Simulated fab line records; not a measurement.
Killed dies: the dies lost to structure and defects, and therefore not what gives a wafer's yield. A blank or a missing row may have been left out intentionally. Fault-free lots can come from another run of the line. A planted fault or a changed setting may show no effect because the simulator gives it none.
Matching of chambers + flow nand-harc + pecvd-03 running NHARC_P_GATE_DEP_103: 3 sister chambers
The step deposits SiON, target thk 30 nm. 3 wafers are shown with their chamber, then 7 later ones without.

## EACH WAFER AND ITS CHAMBER
| wafer  | chamber | heater-power-w (W) |
|--------|---------|--------------------|
| L990.1 | 0       | 597                |
| L991.3 | 2       | 788                |
| L991.4 | 1       | 710                |

## WAFERS WHOSE CHAMBER IS MISSING
| wafer  | heater-power-w (W) |
|--------|--------------------|
| L991.5 | 802                |
| L994.3 | 829                |
| L994.5 | 809                |
| L994.6 | 657                |
| L103.2 | 777                |
| L103.3 | 593                |
| L103.5 | 800                |

## THE CHAMBER EACH PASSED THROUGH
| wafer  | from the rows above     | in truth                   |
|--------|-------------------------|----------------------------|
| L991.5 | 2                       | 2                          |
| L994.3 | 2                       | 2                          |
| L994.5 | 2                       | 2                          |
| L994.6 | can't be placed: 1 or 0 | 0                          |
| L103.2 | 2                       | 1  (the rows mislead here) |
| L103.3 | 0                       | 0                          |
| L103.5 | 2                       | 2                          |
Placed correctly: 5 of 7. Can't be placed from these rows: 1 (the true chamber is among the candidates in 1). Number placed wrongly: 1.
How it was worked out, from the rows above alone: a wafer's distance from a chamber is the root of the sum, over the readings, of the square of ((its reading less the chamber's mean) divided by the reading's scatter). If the next closest chamber is less than 2 further off than the closest, the wafer can't be placed; otherwise it belongs to the closest. For every chamber, the mean is computed from those of its wafers that are shown. The scatter: with one shown wafer a chamber, the root of the mean of the squares of how far each hidden wafer lies from its nearest shown one.
